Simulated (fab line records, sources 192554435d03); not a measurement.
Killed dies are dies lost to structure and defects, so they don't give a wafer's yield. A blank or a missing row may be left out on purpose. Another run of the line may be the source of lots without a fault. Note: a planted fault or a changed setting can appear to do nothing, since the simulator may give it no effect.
Chamber matching | flow n5 finfet | 4 sister chambers for N5_BEOL_M0_SAQP_ALD_48 on ald sin-03
The step deposits SiO2, target thk 20 nm, pulse time 1 s, co reactant pulse time 1 s. 4 wafers are shown with their chamber, then 8 later ones without.

== WAFERS WITH THEIR CHAMBER ==
wafer  | chamber | heater power w (W)
L087.5 | 1       | 79
L093.5 | 0       | 97
L093.6 | 3       | 69
L095.2 | 2       | 77

== WAFERS WITHOUT THEIR CHAMBER ==
wafer  | heater power w (W)
L095.5 | 76
L095.6 | 69
L096.4 | 83
L096.5 | 98
L096.6 | 80
L097.2 | 67
L097.3 | 76
L097.6 | 78

== WHICH CHAMBER EACH ONE RAN IN ==
wafer  | from the rows above     | in truth
L095.5 | can't be placed: 2 or 1 | 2
L095.6 | 3                       | 3
L096.4 | can't be placed: 1 or 2 | 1
L096.5 | 0                       | 0
L096.6 | can't be placed: 1 or 2 | 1
L097.2 | 3                       | 3
L097.3 | can't be placed: 2 or 1 | 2
L097.6 | can't be placed: 1 or 2 | 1
Correct placement for 3 of the 8. These rows do not allow placing 5 (true chamber among the candidates in 5). Number placed wrongly: 0.
How it was worked out, from the rows above alone: a wafer's distance from a chamber is the root of the sum, over the readings, of the square of ((its reading less the chamber's mean) divided by the reading's scatter). If the next closest chamber is less than 2 further off than the closest, the wafer can't be placed; otherwise it belongs to the closest. Each chamber's mean is taken over the wafers shown for it. The scatter: root of mean squared gap, hidden wafer to nearest shown wafer, with one shown wafer a chamber.
